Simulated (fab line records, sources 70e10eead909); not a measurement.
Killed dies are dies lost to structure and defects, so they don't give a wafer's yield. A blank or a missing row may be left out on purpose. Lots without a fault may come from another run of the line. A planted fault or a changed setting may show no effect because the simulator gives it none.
One fault seen from 2 desks | flow nand_harc | each desk has only its own numbers; what lay behind them comes last

THE TOOL OWNER'S DESK: litho_track-01
The tool's own readings at NHARC_A_CHANNEL_HOLE_D1_SOFTBAKE_05 (time 55 s): means of the sampled wafers that have a number, for each lot that ran on this tool. A lot is out of limits, marked OUT, if its mean lies more than 4 standard deviations from the usual mean; the brackets give that distance.
Columns: A = heater_power_total_W at NHARC_A_CHANNEL_HOLE_D1_SOFTBAKE_05, usual 188.45 W
lot  | first seen here | A
L763 | day 8 11:00     | 188.46
L765 | day 8 20:00     | 188.49
L766 | day 9 00:00     | 188.50
L767 | day 9 07:00     | 188.39
L771 | day 9 23:00     | 278.17 (+99 or more) OUT
L772 | day 10 21:00    | 322.96 (+99 or more) OUT
L774 | day 11 12:00    | 256.00 (+99 or more) OUT
This desk's finding: out of limits on L771, L772, L774; first on L771, day 9 23:00 (heater_power_total_W at NHARC_A_CHANNEL_HOLE_D1_SOFTBAKE_05). In limits: L763, L765, L766, L767.

THE METROLOGY DESK
What the gauges read, lot by lot, whatever tool the lot ran on: means of the sampled wafers that have a number. A lot is out of limits, marked OUT, if its mean lies more than 4 standard deviations from the usual mean; the brackets give that distance.
Columns: A = cd_nm at NHARC_A_CHANNEL_HOLE_D1_CD_MEAS_18, usual 99.4 nm
lot  | first seen here | A
L763 | day 8 13:30     | 96.3
L762 | day 8 14:34     | 100.6
L765 | day 8 22:28     | 102.2
L766 | day 9 01:40     | 101.1
L764 | day 9 05:08     | 101.2
L767 | day 9 09:20     | 101.5
L771 | day 10 01:02    | 100.9
L770 | day 10 02:14    | 100.1
L772 | day 10 22:47    | 100.3
L774 | day 11 13:45    | 99.3
L781 | day 12 18:49    | 97.6
L780 | day 12 20:02    | 100.7
L784 | day 13 15:43    | 100.3
L785 | day 14 02:13    | 99.1
This desk's finding: nothing out of limits on any of the 14 lots.

PUT TOGETHER
The tool owner's desk could have raised an alarm at day 9 23:00, on L771, L772, L774.
The metrology desk saw nothing out of limits.
The metrology desk has L771, L772, L774 on record, within its limits.
Of the lots named, all ran NHARC_A_CHANNEL_HOLE_D1_SOFTBAKE_05 on litho_track-01.

WHAT THE SIMULATOR HAD PUT IN
Process parameter drift: litho_track-01, from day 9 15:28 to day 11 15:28, at NHARC_A_CHANNEL_HOLE_D1_SOFTBAKE_05. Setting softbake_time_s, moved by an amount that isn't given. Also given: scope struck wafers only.
Lots struck among those shown: L771, L772, L774.
Hours from the fault's start to each desk's first reading out of limits: the tool owner's desk, 8.
